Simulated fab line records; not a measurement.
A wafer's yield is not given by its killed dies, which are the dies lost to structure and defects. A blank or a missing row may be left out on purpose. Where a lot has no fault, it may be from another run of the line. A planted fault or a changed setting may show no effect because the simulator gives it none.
8D (eight disciplines) problem report, filled in by code	flow n5_finfet	the parts of the form that need people (team, actions taken, sign-off) are left out

1. WHAT WENT WRONG
Wafers without a fault read 50.29 rpm, standard deviation 0.034; platen_rpm at N5_MOL_CONTACT_COAG_CMP_52 reads a mean of 52.30 rpm on 6 wafers belonging to 2 lots. That puts it +59 standard deviations away from the usual mean.
The step: polishes, stops on SiO2, t overpolish 1.5 s, target thk 66.5 nm.
Earliest sighting: wafer L671.3 on cmp-04 at day 8 13:13. The record has a number at this step for 30 wafers belonging to 10 lots. By rule, "out" or "out of limits" means more than 4 standard deviations away from the usual mean. The rest of the wafers with a number are treated as sound.

2. WHAT IT IS, AND WHAT IT ISN'T
question	is	is not
which readings at this step	platen_rpm	overpolish_run_s, retaining_ring_pressure_frac
which lots	L671, L673	L659, L660, L661, L662, L664, L666, L675, L679
which wafers of those lots	all that have a number	-
read on which tools	cmp-04	cmp-01, cmp-03
when	from day 8 13:13	up to then (18 sound wafers); but 6 sound wafers of L675, L679 came after

3. THE SUSPECTS, EACH WITH WHAT RULES IT OUT
Counting: a tool at any process step up to the reading remains a suspect when it ran all the lots that are out and ran no sound lot after the first of those.
- rie_diel-06 at N5_MOL_CONTACT_COAG_ETCHBACK_134 (etches SiO2 in CHF3, target depth 10 nm, time 6.7 s): kept. Every lot that is out went through it, starting with L671 (day 8 12:13), and after that it ran no sound lot; the last sound lot it ran before then is L666 (day 7 02:05).
- rie_diel-06 at N5_MOL_CONTACT_COAG_ETCH_124 (etches SiNx in CH3F/O2, stops on SiOC, target depth 6.5 nm): kept. Every lot that is out went through it, starting with L671 (day 8 12:24), and after that it ran no sound lot; the last sound lot it ran before then is L666 (day 7 02:16).
- cmp-04 at N5_MOL_CONTACT_COAG_CMP_52 (polishes, stops on SiO2, t overpolish 1.5 s, target thk 66.5 nm): kept. Every lot that is out went through it, starting with L671 (day 8 13:13), and after that it ran no sound lot; the last sound lot it ran before then is L666 (day 7 03:16). Its own readings are out on those wafers: platen_rpm.
The count leaves rie_diel-06 at N5_MOL_CONTACT_COAG_ETCHBACK_134, rie_diel-06 at N5_MOL_CONTACT_COAG_ETCH_124, and cmp-04 at N5_MOL_CONTACT_COAG_CMP_52.

4. THE CAUSE (what the simulator had put in)
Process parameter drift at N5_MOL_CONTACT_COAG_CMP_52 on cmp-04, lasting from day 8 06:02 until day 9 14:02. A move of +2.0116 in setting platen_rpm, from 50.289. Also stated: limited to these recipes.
After counting, 3 suspects remain, this tool included.

5. THE EFFECT CHAIN, in route order
Each row: a reading where the mean over the struck wafers with a number is more than 3 standard deviations away from the usual. Scope: only readings with a usual standard deviation given in the record; hours: median across lots of the time from each lot's start at the first step in this table that gives one to its start at this step; sigmas: change in usual standard deviations.
hours	step	reading	usual	on struck wafers	change	sigmas
0	N5_MOL_CONTACT_COAG_CMP_52	platen_rpm	50.29 rpm	52.30	+2.01	+59
Process steps it contains:
- N5_MOL_CONTACT_COAG_CMP_52: polishes, stops on SiO2, t overpolish 1.5 s, target thk 66.5 nm.

6. HOW IT WOULD HAVE BEEN CAUGHT EARLIER
In this record the first reading out of limits was taken at day 8 13:13, 7 hours after the fault began at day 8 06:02.
